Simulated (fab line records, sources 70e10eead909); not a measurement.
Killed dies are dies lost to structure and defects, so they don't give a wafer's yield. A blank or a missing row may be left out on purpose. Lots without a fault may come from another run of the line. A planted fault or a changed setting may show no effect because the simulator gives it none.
Which tool did it? | flow nand_harc | 14 lots, 42 wafers sampled, at 5 steps of a route of 1159

WHAT THE GAUGES READ, wafer by wafer
NHARC_A_BLC_INSPECT_12.
lot  | measured     | on                | raw_defect_count
L190 | day 17 05:17 | defect_inspect-01 | 12 18 20
L193 | day 17 12:22 | defect_inspect-02 | 11 10 14
L195 | day 17 14:15 | defect_inspect-02 | 10 13 7
L194 | day 17 15:31 | defect_inspect-02 | 38 35 38
L192 | day 17 19:38 | defect_inspect-02 | 38 32 53
L198 | day 19 07:05 | defect_inspect-02 | 46 37 51
L197 | day 19 10:05 | defect_inspect-01 | 43 35 39
L199 | day 19 15:14 | defect_inspect-02 | 39 40 34
L201 | day 20 06:28 | defect_inspect-01 | 51 53 50
L205 | day 21 05:23 | defect_inspect-02 | 38 25 44
L206 | day 21 13:32 | defect_inspect-01 | 42 29 31
L204 | day 21 14:50 | defect_inspect-02 | 33 35 30
L209 | day 22 00:26 | defect_inspect-02 | 13 6 13
L213 | day 22 17:05 | defect_inspect-02 | 23 20 17

NHARC_A_M0_CD_MEAS_09: target cd 80 nm.
lot  | measured     | on        | cd_nm (nm)
L190 | day 17 09:11 | cd_sem-02 | 80.3 80.4 80.1
L193 | day 17 19:06 | cd_sem-02 | 80.1 81.0 80.1
L195 | day 17 21:41 | cd_sem-02 | 79.9 80.6 79.6
L194 | day 18 00:56 | cd_sem-03 | 79.4 79.3 79.7
L192 | day 18 02:34 | cd_sem-02 | 79.0 79.5 80.1
L198 | day 19 10:59 | cd_sem-03 | 79.5 79.0 79.4
L197 | day 19 14:05 | cd_sem-01 | 80.6 80.1 80.1
L199 | day 20 00:07 | cd_sem-03 | 79.9 79.8 79.6
L201 | day 20 10:34 | cd_sem-01 | 79.5 80.3 80.4
L205 | day 21 12:35 | cd_sem-02 | 79.9 79.5 79.5
L206 | day 21 19:16 | cd_sem-02 | 79.1 79.1 79.6
L204 | day 21 19:43 | cd_sem-02 | 68.2 67.7 68.3
L209 | day 22 05:27 | cd_sem-01 | 67.9 67.9 68.4
L213 | day 22 22:13 | cd_sem-03 | 79.5 80.3 79.6

WHICH TOOL RAN EACH LOT (tool, then ch and the chambers of the sampled wafers, then the start)
lot  | NHARC_A_BLC_ETCH_16                | NHARC_A_BLC_ETCH_18                           | NHARC_A_M0_PEB_07
L190 | rie_diel-12 ch 1,2,3, day 17 05:27 | rie_diel-12 ch 0,2,3, day 17 09:06 or earlier | litho_track-04 ch 0, day 17 09:06
L193 | rie_diel-12 ch 1,2,3, day 17 12:31 | rie_diel-12 ch 0,2,3, day 17 19:01 or earlier | litho_track-01 ch 0, day 17 19:01
L195 | rie_diel-08 ch 1,2,3, day 17 14:24 | rie_diel-08 ch 0,2,3, day 17 21:36 or earlier | litho_track-04 ch 0, day 17 21:36
L194 | rie_diel-08 ch 2,3, day 17 15:41   | rie_diel-08 ch 0,1,2, day 18 00:52 or earlier | litho_track-01 ch 0, day 18 00:52
L192 | rie_diel-03 ch 0,1, day 17 19:47   | rie_diel-03 ch 0,2,3, day 18 02:29 or earlier | litho_track-04 ch 0, day 18 02:29
L198 | rie_diel-03 ch 1,2,3, day 19 07:14 | rie_diel-03 ch 0,2, day 19 10:55 or earlier   | litho_track-06 ch 0, day 19 10:55
L197 | rie_diel-12 ch 1,2,3, day 19 10:14 | rie_diel-12 ch 2,3, day 19 14:00 or earlier   | litho_track-04 ch 0, day 19 14:00
L199 | rie_diel-12 ch 0,1,3, day 19 15:24 | rie_diel-12 ch 0,3, day 20 00:02 or earlier   | litho_track-06 ch 0, day 20 00:02
L201 | rie_diel-12 ch 1,2, day 20 06:37   | rie_diel-12 ch 0,1, day 20 10:29 or earlier   | litho_track-06 ch 0, day 20 10:29
L205 | rie_diel-12 ch 0,2,3, day 21 05:32 | rie_diel-12 ch 0,3, day 21 12:29 or earlier   | litho_track-06 ch 0, day 21 12:29
L206 | rie_diel-03 ch 1,2, day 21 13:41   | rie_diel-03 ch 1,2, day 21 19:11 or earlier   | litho_track-01 ch 0, day 21 19:11
L204 | rie_diel-03 ch 1,3, day 21 14:58   | rie_diel-03 ch 0,2,3, day 21 19:38 or earlier | litho_track-06 ch 0, day 21 19:38
L209 | rie_diel-08 ch 0,1,2, day 22 00:39 | rie_diel-08 ch 1,2,3, day 22 05:22 or earlier | litho_track-06 ch 0, day 22 05:22
L213 | rie_diel-12 ch 0,1, day 22 17:14   | rie_diel-12 ch 1,2,3, day 22 22:08 or earlier | litho_track-01 ch 0, day 22 22:08
- NHARC_A_BLC_ETCH_16: etches the open film in CF4, target depth 39 nm, time 65 s.
- NHARC_A_BLC_ETCH_18: etches the open film in C4F8/O2/Ar, target depth 910 nm.
- NHARC_A_M0_PEB_07: peb time 65 s.

WHAT THE TOOLS THEMSELVES READ (means of the sampled wafers that have a number; where no wafer has one, the mark that the record gives instead)
NHARC_A_BLC_ETCH_16.
lot  | tool        | drypump_motor_current_A (A) | oes_product_au (a.u.) | rf_vpp_V (V) | showerhead_plenum_p_Torr (Torr) | throttle_valve_pct (%)
L190 | rie_diel-12 | 5.8                         | 0.998                 | 150.5        | 1.76                            | 13.286
L193 | rie_diel-12 | 5.8                         | 0.995                 | 151.2        | 1.76                            | 13.285
L195 | rie_diel-08 | 5.5                         | 1.001                 | 150.1        | 1.73                            | 13.282
L194 | rie_diel-08 | 5.6                         | 0.991                 | 149.6        | 1.69                            | 13.286
L192 | rie_diel-03 | 4.8                         | 1.010                 | 151.6        | 1.80                            | 13.292
L198 | rie_diel-03 | 5.3                         | 1.004                 | 149.5        | 1.69                            | 13.282
L197 | rie_diel-12 | 5.8                         | 1.006                 | 151.4        | 1.76                            | 13.280
L199 | rie_diel-12 | 5.7                         | 1.004                 | 151.3        | 1.76                            | 13.270
L201 | rie_diel-12 | 5.5                         | 1.000                 | 153.1        | 1.82                            | 13.289
L205 | rie_diel-12 | 5.7                         | 0.997                 | 151.4        | 1.74                            | 13.276
L206 | rie_diel-03 | 5.0                         | 1.010                 | 151.2        | 1.73                            | 13.278
L204 | rie_diel-03 | 5.3                         | 0.999                 | 149.3        | 1.69                            | 13.284
L209 | rie_diel-08 | 5.6                         | 0.996                 | 151.1        | 1.76                            | 13.281
L213 | rie_diel-12 | 5.4                         | 1.003                 | 152.4        | 1.81                            | 13.286

NHARC_A_BLC_ETCH_18.
lot  | tool        | oes_product_au (a.u.) | rf_vpp_V (V)
L190 | rie_diel-12 | 0.975                 | 976
L193 | rie_diel-12 | 0.975                 | 975
L195 | rie_diel-08 | 0.924                 | 977
L194 | rie_diel-08 | 0.925                 | 979
L192 | rie_diel-03 | 0.950                 | 972
L198 | rie_diel-03 | 0.967                 | 977
L197 | rie_diel-12 | 0.959                 | 973
L199 | rie_diel-12 | 0.964                 | 972
L201 | rie_diel-12 | 0.946                 | 981
L205 | rie_diel-12 | 0.922                 | 974
L206 | rie_diel-03 | 0.980                 | 973
L204 | rie_diel-03 | 0.967                 | 972
L209 | rie_diel-08 | 0.948                 | 975
L213 | rie_diel-12 | 0.955                 | 977

NHARC_A_M0_PEB_07.
lot  | tool           | heater_power_total_W (W) | plate_temp_C (C)
L190 | litho_track-04 | 156.4                    | 99.98
L193 | litho_track-01 | 156.7                    | 99.84
L195 | litho_track-04 | 156.5                    | 100.10
L194 | litho_track-01 | 156.5                    | 99.97
L192 | litho_track-04 | 157.0                    | 99.84
L198 | litho_track-06 | 156.4                    | 100.06
L197 | litho_track-04 | 156.4                    | 99.95
L199 | litho_track-06 | 156.6                    | 100.02
L201 | litho_track-06 | 156.6                    | 99.95
L205 | litho_track-06 | 156.6                    | 100.05
L206 | litho_track-01 | 156.2                    | 99.96
L204 | litho_track-06 | 150.3                    | 97.08
L209 | litho_track-06 | 150.5                    | 97.13
L213 | litho_track-01 | 156.6                    | 100.04

THE ANSWER, worked out from the rows above alone
Rule: what is usual is taken from the lots themselves. Put in order of their means at a reading, lots are off if they are a third of the lots or fewer, leave a main group of 4 or more, and stand apart from it by a gap of 3 or more times the standard deviation of the main group's means; of several such gaps the widest counts. A main group whose means are all the same, to the digits that the tables above print for the reading, isn't used. A lot without any number at a reading at which 4 lots or more have one is off too. The other lots that the step has rows for count as sound. The gauges are gone through in route order, then the tools' own readings, and for those a lot's mean is taken as printed above. The first step at which some lot is off is used, and at that step the reading that is off furthest; a lot without a number counts as furthest.
Off: L204, L209, at NHARC_A_M0_CD_MEAS_09 (cd_nm). The main group: mean 79.8 nm, standard deviation 0.37.
A tool fits if, at a process step before that reading, it ran every lot that is off, and no sound lot after the first of them. The gauges at NHARC_A_M0_CD_MEAS_09 aren't tried: what is off there is off at NHARC_A_M0_PEB_07 too, on other tools, and a gauge's error can't cause that. NHARC_A_BLC_ETCH_18 gives no start for some lots, so the hours and the order of its lots are those of NHARC_A_M0_PEB_07. One fits: litho_track-06 at NHARC_A_M0_PEB_07. Its last sound lot is L205 (day 21 12:29), its first lot that is off L204 (day 21 19:38): a fault that began between those two fits.
The tool's own readings at NHARC_A_M0_PEB_07 bear it out: on the lots that are off they differ by more than 5 times the standard deviation of the sound lots' means. heater_power_total_W reads 150.4 W there against 156.5 W on the sound lots; plate_temp_C reads 97.10 C there against 99.98 C on the sound lots.

WHAT THE SIMULATOR HAD PUT IN
Process parameter drift: litho_track-06, from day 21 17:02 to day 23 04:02, at NHARC_A_M0_PEB_07. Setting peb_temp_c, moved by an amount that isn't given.
Lots struck among those shown: L204, L209. The rule above found the same.
